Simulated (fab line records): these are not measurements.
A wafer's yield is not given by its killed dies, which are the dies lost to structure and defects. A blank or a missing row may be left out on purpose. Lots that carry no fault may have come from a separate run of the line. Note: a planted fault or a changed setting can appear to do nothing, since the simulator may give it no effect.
One fault through the eyes of 3 desks    flow n5Finfet    what lay behind the numbers comes last; until then each desk has only its own

THE DEFECT DESK
What the inspections along the route counted, lot by lot: means of the sampled wafers that have a number. A lot is out of limits, marked OUT, if its mean lies more than 4 standard deviations from the usual mean; the brackets give that distance.
Columns: A = rawDefectCount at N5_FIN_SAQP_INSPECT_18, usual 422
lot   first seen here  A
L500  day 2 05:17      415
L505  day 3 10:26      330
L511  day 4 21:55      416
L514  day 5 16:07      345
L517  day 6 09:23      535
L521  day 7 09:56      346
This desk found nothing out of limits on any of the 6 lots.

FOR THE TOOL OWNER'S DESK: lithoTrack-05
The tool's own readings at N5_FIN_SAQP_COAT_10 (resist thk 90 nm): means of the sampled wafers that have a number, for each lot that ran on this tool. A lot is out of limits, marked OUT, if its mean lies more than 4 standard deviations from the usual mean; the brackets give that distance.
Columns: A = exhaustPa at N5_FIN_SAQP_COAT_10, usual 44.8 Pa; B = spinSpeedRpm at N5_FIN_SAQP_COAT_10, usual 1500.0 rpm
lot   first seen here  A     B
L500  day 2 04:59      43.9  1501.0
L511  day 4 21:37      44.5  1714.6 (+99 or more) OUT
L514  day 5 15:41      44.4  1715.0 (+99 or more) OUT
This desk finds L511, L514 out of limits, L511 being first, at day 4 21:37 (spinSpeedRpm at N5_FIN_SAQP_COAT_10). L500 stayed within limits.

THE METROLOGY DESK
Lot by lot, what the gauges showed, no matter which tool ran the lot: averages of those sampled wafers that carry a number. A lot is out of limits, marked OUT, if its mean lies more than 4 standard deviations from the usual mean; the brackets give that distance. Shown here are 7 of its 14 readings, the ones lying furthest out on some lot.
Columns: A = thkNm at N5_FIN_SAQP_THK_MEAS_05, usual 38.0 nm; B = thkNm at N5_FIN_SAQP_THK_MEAS_07, usual 60.2 nm; C = cdNm at N5_FIN_SAQP_CD_MEAS_16, usual 35.7 nm; D = DIBL_N at N5_BEOL_M4_RC_MEAS_101, usual 36.1 mV/V; E = ION_P at N5_BEOL_M4_RC_MEAS_101, usual 462 uA/um; F = SS_N at N5_BEOL_M4_RC_MEAS_101, usual 71.4 mV/dec; G = VT_P at N5_BEOL_M4_RC_MEAS_101, usual -250 mV
lot   first seen here  A     B     C     D     E    F     G
L500  day 2 04:39      38.1  60.3  35.3  35.8  453  71.9  -254
L505  day 3 09:48      37.6  61.9  35.5  36.8  454  71.9  -252
L511  day 4 21:17      38.5  59.8  34.9  37.0  460  71.6  -249
L514  day 5 15:22      37.5  59.9  35.5  37.9  461  72.0  -251
L517  day 6 08:34      37.4  60.8  35.5  35.5  466  70.6  -252
L521  day 7 09:11      38.5  60.9  35.6  36.8  465  71.7  -245
This desk found nothing out of limits on any of the 6 lots.

TAKEN TOGETHER
An alarm could have come from the tool owner's desk at day 4 21:37, on L511, L514.
Nothing the defect desk looked at was out of limits.
Metrology desk: nothing out of limits seen.
The defect desk has L511, L514 on record, within its limits.
The metrology desk has L511, L514 on record, within its limits.
All the named lots went through N5_FIN_SAQP_COAT_10 on lithoTrack-05.

WHAT THE SIMULATOR HAD INSERTED
Process parameters drifting: lithoTrack-05 at N5_FIN_SAQP_COAT_10, beginning at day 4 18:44. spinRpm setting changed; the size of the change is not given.
Lots struck among those shown: L511, L514.
Time in hours from fault onset to the first out-of-limits reading at each desk: the tool owner's desk, 3.
